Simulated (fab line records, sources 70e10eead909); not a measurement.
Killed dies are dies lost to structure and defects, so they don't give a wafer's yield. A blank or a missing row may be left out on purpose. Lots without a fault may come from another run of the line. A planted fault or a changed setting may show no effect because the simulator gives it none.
Chamber matching | flow nand_harc | NHARC_P_M1_PRE_CLEAN_32 on pecvd-01: 3 sister chambers
The step time 12 s. 6 wafers are shown with their chamber, then 8 later ones without.

WAFERS WITH THEIR CHAMBER
wafer  | chamber | heater_power_w (W)
L740.3 | 2       | 746
L744.5 | 0       | 662
L746.2 | 1       | 694
L746.4 | 1       | 675
L746.6 | 0       | 691
L750.2 | 2       | 699

WAFERS WITHOUT THEIR CHAMBER
wafer  | heater_power_w (W)
L750.3 | 586
L750.4 | 721
L751.1 | 774
L751.3 | 722
L751.4 | 772
L756.2 | 673
L756.3 | 659
L756.6 | 653

WHICH CHAMBER EACH WENT THROUGH
wafer  | from the rows above          | in truth
L750.3 | can't be placed: 0 or 1 or 2 | 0
L750.4 | can't be placed: 2 or 1 or 0 | 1
L751.1 | can't be placed: 2 or 1 or 0 | 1
L751.3 | can't be placed: 2 or 1 or 0 | 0
L751.4 | can't be placed: 2 or 1 or 0 | 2
L756.2 | can't be placed: 0 or 1 or 2 | 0
L756.3 | can't be placed: 0 or 1 or 2 | 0
L756.6 | can't be placed: 0 or 1 or 2 | 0
Placed correctly: 0 of 8. Can't be placed from these rows: 8 (the true chamber is among the candidates in 8). Placed wrongly: 0.
How it was worked out, from the rows above alone: a wafer's distance from a chamber is the root of the sum, over the readings, of the square of ((its reading less the chamber's mean) divided by the reading's scatter). The wafer belongs to the nearest chamber; if the next one is less than 2 further off, it can't be placed. A chamber's mean is the mean of its shown wafers. The scatter: the root of (the sum of the squares of (reading less its chamber's mean) over the shown wafers, divided by (wafers less chambers)).
